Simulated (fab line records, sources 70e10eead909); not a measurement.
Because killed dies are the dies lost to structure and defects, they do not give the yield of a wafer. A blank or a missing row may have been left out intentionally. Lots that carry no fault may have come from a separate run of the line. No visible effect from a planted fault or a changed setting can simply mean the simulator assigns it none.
A lot that was struck, set against a sound lot    flow nand_harc    13 steps out of a route of 1159
Sound: these wafers, L464.1, L464.2, L464.4. Struck: wafers L472.1, L472.3, L472.6. At the end, the cause is stated.
Each step with rows lists, per side, the tool, then ch with its chambers, then its first start. Under that, the readings that differ: sound wafers    struck wafers    difference of the means    sigmas: that difference in standard deviations of wafers without a fault.
alike: a reading whose means differ by less than 2 such deviations, as well as words and numbers matching on both sides. not compared: withheld readings; readings where some wafer has no value; bounds like >300 that might hide an equal value; numbers whose values overlap and for which the record gives no deviation.
The two part at a step that has a row with sigmas, a row that says differs or no value, or rows on one side only. Non-overlapping numbers with no deviation appear without sigmas and do not part them. A reading missing from all wafers of one side parts the sides only when that side holds two or more wafers.

first, 4 steps without rows for these wafers: NHARC_A_STAIRCASE_PEB_182 (peb time 130 s); NHARC_A_STAIRCASE_DEVELOP_183 (time 140 s); NHARC_A_STAIRCASE_HARDBAKE_185 (time 140 s); NHARC_A_STAIRCASE_DESCUM_186 (chemistry O2, time 3 s).
NHARC_A_STAIRCASE_TRIM_187: chemistry O2, time 211.2 s.
  sound on rie_diel-09 ch 1,2,3, day 11 10:59; struck on rie_diel-09 ch 1,2,3, day 13 12:49
  alike: drypump_motor_current_A, oes_product_au, rf_vpp_V, showerhead_plenum_p_Torr, throttle_valve_pct
  not compared: rf_hours_counter_h
then, 1 step without rows for these wafers: NHARC_A_STAIRCASE_ETCH_188 (etches the open film in C4F8/O2, target depth 100 nm, time 40.5 s).
NHARC_A_STAIRCASE_TRIM_189: chemistry O2, time 211.2 s.
  sound on rie_diel-09 ch 0,1,3; struck on rie_diel-09 ch 1,2,3
  alike: drypump_motor_current_A, oes_product_au, rf_vpp_V, showerhead_plenum_p_Torr, throttle_valve_pct
  not compared: rf_hours_counter_h
NHARC_A_STAIRCASE_ETCH_190: etches the open film in C4F8/O2, target depth 100 nm, time 40.5 s.
  sound on rie_diel-09 ch 0,2,3; struck on rie_diel-09 ch 2,3
  alike: oes_product_au, rf_vpp_V, run_length_s
  not compared: rf_hours_counter_h
then, 1 step without rows for these wafers: NHARC_A_STAIRCASE_TRIM_191 (chemistry O2, time 211.2 s).
NHARC_A_STAIRCASE_ETCH_192: etches the open film in C4F8/O2, target depth 100 nm, time 40.5 s.
  sound on rie_diel-09 ch 1,2,3; struck on rie_diel-09 ch 1,3
  alike: oes_product_au, rf_vpp_V, run_length_s
  not compared: rf_hours_counter_h
NHARC_A_STAIRCASE_TRIM_193: chemistry O2, time 211.2 s.
  sound on rie_diel-09 ch 0,2,3; struck on rie_diel-09 ch 0,1,3
  alike: drypump_motor_current_A, oes_product_au, rf_vpp_V, showerhead_plenum_p_Torr, throttle_valve_pct
  not compared: rf_hours_counter_h
NHARC_A_STAIRCASE_ETCH_194: etches the open film in C4F8/O2, target depth 100 nm, time 40.5 s.
  sound on rie_diel-09 ch 0,1,2, day 11 11:54; struck on rie_diel-09 ch 0,1,2, day 13 13:40
reading           sound           struck          difference  sigmas
run_length_s (s)  62.3 61.5 61.6  73.2 73.0 73.1  +11.3       +26
  alike: oes_product_au, rf_vpp_V
  not compared: rf_hours_counter_h
-- the record jumps here: 9 days lie between the struck wafers' starts before and after (it left off in module A_STAIRCASE and takes up again in module END, whose first step shown is number 1159 of the route) --
NHARC_END_SORT_01:
  sound on prober-01 ch 0, day 20 02:10; struck on prober-01 ch 0, day 22 06:23
reading          sound     struck       difference  sigmas
killed_at_array  19 14 15  668 669 632  +640        +64
killed_dies      22 22 23  673 674 637  +639        +66
  alike: killed_at_other, killed_at_periphery, killed_open, killed_short

WHERE THEY PART
Last at NHARC_END_SORT_01 as far as this record goes, first at NHARC_A_STAIRCASE_ETCH_194.

WHY: what had been put in by the simulator
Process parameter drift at NHARC_A_STAIRCASE_ETCH_194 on rie_diel-09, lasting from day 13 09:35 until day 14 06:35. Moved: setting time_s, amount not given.
